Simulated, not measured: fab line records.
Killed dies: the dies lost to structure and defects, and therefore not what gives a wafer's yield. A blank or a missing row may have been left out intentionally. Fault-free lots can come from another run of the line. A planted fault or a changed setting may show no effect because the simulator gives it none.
Matching of chambers :: flow nand_harc :: rie_si-05 running NHARC_P_STI_ETCH_15: 4 sister chambers
The step etches the open film in HBr/Cl2, target depth 300 nm, time 100.1 s. 24 wafers are shown with their chamber, then 12 later ones without.

== WAFERS PAIRED WITH THEIR CHAMBERS ==
wafer: L075.2
chamber: 0
drypump_motor_current_A (A): 5.7
oes_product_au (a.u.): 0.985
throttle_valve_pct (%): 26.398

wafer: L075.3
chamber: 3
drypump_motor_current_A (A): 5.4
oes_product_au (a.u.): 0.987
throttle_valve_pct (%): 26.394

wafer: L075.4
chamber: 2
drypump_motor_current_A (A): 5.5
oes_product_au (a.u.): 0.997
throttle_valve_pct (%): 26.411

wafer: L076.1
chamber: 1
drypump_motor_current_A (A): 5.2
oes_product_au (a.u.): 0.985
throttle_valve_pct (%): 26.401

wafer: L076.2
chamber: 3
drypump_motor_current_A (A): 5.4
oes_product_au (a.u.): 1.004
throttle_valve_pct (%): 26.407

wafer: L076.3
chamber: 2
drypump_motor_current_A (A): 5.5
oes_product_au (a.u.): 0.992
throttle_valve_pct (%): 26.401

wafer: L078.2
chamber: 3
drypump_motor_current_A (A): 5.4
oes_product_au (a.u.): 1.003
throttle_valve_pct (%): 26.402

wafer: L078.3
chamber: 1
drypump_motor_current_A (A): 5.1
oes_product_au (a.u.): 0.984
throttle_valve_pct (%): 26.425

wafer: L078.5
chamber: 1
drypump_motor_current_A (A): 5.1
oes_product_au (a.u.): 0.999
throttle_valve_pct (%): 26.413

wafer: L080.1
chamber: 0
drypump_motor_current_A (A): 5.7
oes_product_au (a.u.): 0.995
throttle_valve_pct (%): 26.412

wafer: L080.2
chamber: 3
drypump_motor_current_A (A): 5.4
oes_product_au (a.u.): 1.008
throttle_valve_pct (%): 26.404

wafer: L080.5
chamber: 3
drypump_motor_current_A (A): 5.4
oes_product_au (a.u.): 1.006
throttle_valve_pct (%): 26.412

wafer: L081.1
chamber: 3
drypump_motor_current_A (A): 5.4
oes_product_au (a.u.): 0.995
throttle_valve_pct (%): 26.394

wafer: L081.2
chamber: 1
drypump_motor_current_A (A): 5.2
oes_product_au (a.u.): 0.990
throttle_valve_pct (%): 26.407

wafer: L081.5
chamber: 0
drypump_motor_current_A (A): 5.7
oes_product_au (a.u.): 0.981
throttle_valve_pct (%): 26.404

wafer: L086.2
chamber: 2
drypump_motor_current_A (A): 5.5
oes_product_au (a.u.): 0.998
throttle_valve_pct (%): 26.412

wafer: L086.4
chamber: 0
drypump_motor_current_A (A): 5.7
oes_product_au (a.u.): 0.999
throttle_valve_pct (%): 26.408

wafer: L086.5
chamber: 1
drypump_motor_current_A (A): 5.2
oes_product_au (a.u.): 0.984
throttle_valve_pct (%): 26.426

wafer: L088.3
chamber: 3
drypump_motor_current_A (A): 5.4
oes_product_au (a.u.): 0.994
throttle_valve_pct (%): 26.404

wafer: L088.4
chamber: 2
drypump_motor_current_A (A): 5.5
oes_product_au (a.u.): 1.002
throttle_valve_pct (%): 26.411

wafer: L088.6
chamber: 3
drypump_motor_current_A (A): 5.4
oes_product_au (a.u.): 1.000
throttle_valve_pct (%): 26.416

wafer: L091.1
chamber: 0
drypump_motor_current_A (A): 5.7
oes_product_au (a.u.): 0.998
throttle_valve_pct (%): 26.412

wafer: L091.3
chamber: 2
drypump_motor_current_A (A): 5.5
oes_product_au (a.u.): 1.006
throttle_valve_pct (%): 26.407

wafer: L091.4
chamber: 1
drypump_motor_current_A (A): 5.1
oes_product_au (a.u.): 0.994
throttle_valve_pct (%): 26.395

SIGNATURES (averages over the wafers above)
reading: drypump_motor_current_A
chamber 0: 5.700
chamber 1: 5.150
chamber 2: 5.500
chamber 3: 5.400
scatter within a chamber: 0.0274

reading: oes_product_au
chamber 0: 0.99160
chamber 1: 0.98933
chamber 2: 0.99900
chamber 3: 0.99962
scatter within a chamber: 0.00678

reading: throttle_valve_pct
chamber 0: 26.40680
chamber 1: 26.41117
chamber 2: 26.40840
chamber 3: 26.40413
scatter within a chamber: 0.00849
Rule: distance of a wafer from a chamber = root of the sum over the readings of ((wafer's reading minus chamber's mean) / reading's scatter) squared. If the next closest chamber is less than 2 further off than the closest, the wafer can't be placed; otherwise it belongs to the closest. How the scatter is found: for the shown wafers, subtract from each reading the mean of its chamber, square and add these, divide the total by (wafers less chambers), then take the root.

== WAFERS WITHOUT THEIR CHAMBER ==
wafer: L092.2
drypump_motor_current_A (A): 5.7
oes_product_au (a.u.): 0.992
throttle_valve_pct (%): 26.425

wafer: L092.4
drypump_motor_current_A (A): 5.1
oes_product_au (a.u.): 1.003
throttle_valve_pct (%): 26.387

wafer: L092.6
drypump_motor_current_A (A): 5.5
oes_product_au (a.u.): 0.996
throttle_valve_pct (%): 26.426

wafer: L093.1
drypump_motor_current_A (A): 5.7
oes_product_au (a.u.): 0.990
throttle_valve_pct (%): 26.394

wafer: L093.5
drypump_motor_current_A (A): 5.1
oes_product_au (a.u.): 0.996
throttle_valve_pct (%): 26.395

wafer: L093.6
drypump_motor_current_A (A): 5.5
oes_product_au (a.u.): 1.000
throttle_valve_pct (%): 26.398

wafer: L095.1
drypump_motor_current_A (A): 5.5
oes_product_au (a.u.): 1.017
throttle_valve_pct (%): 26.400

wafer: L095.4
drypump_motor_current_A (A): 5.1
oes_product_au (a.u.): 1.003
throttle_valve_pct (%): 26.398

wafer: L095.5
drypump_motor_current_A (A): 5.5
oes_product_au (a.u.): 1.011
throttle_valve_pct (%): 26.403

wafer: L096.1
drypump_motor_current_A (A): 5.5
oes_product_au (a.u.): 1.001
throttle_valve_pct (%): 26.395

wafer: L096.5
drypump_motor_current_A (A): 5.5
oes_product_au (a.u.): 1.000
throttle_valve_pct (%): 26.407

wafer: L096.6
drypump_motor_current_A (A): 5.2
oes_product_au (a.u.): 0.994
throttle_valve_pct (%): 26.415

== WHICH CHAMBER EACH ONE RAN IN ==
wafer: L092.2
from the rows above: 0
in truth: 0

wafer: L092.4
from the rows above: 1
in truth: 1

wafer: L092.6
from the rows above: 2
in truth: 2

wafer: L093.1
from the rows above: 0
in truth: 0

wafer: L093.5
from the rows above: 1
in truth: 1

wafer: L093.6
from the rows above: 2
in truth: 2

wafer: L095.1
from the rows above: can't be placed: 2 or 3
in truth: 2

wafer: L095.4
from the rows above: 1
in truth: 1

wafer: L095.5
from the rows above: 2
in truth: 2

wafer: L096.1
from the rows above: 2
in truth: 2

wafer: L096.5
from the rows above: 2
in truth: 2

wafer: L096.6
from the rows above: 1
in truth: 1
Correct placement for 11 of the 12. From these rows, 1 cannot be placed; in 1 the true chamber is one of the candidates. Number placed wrongly: 0.
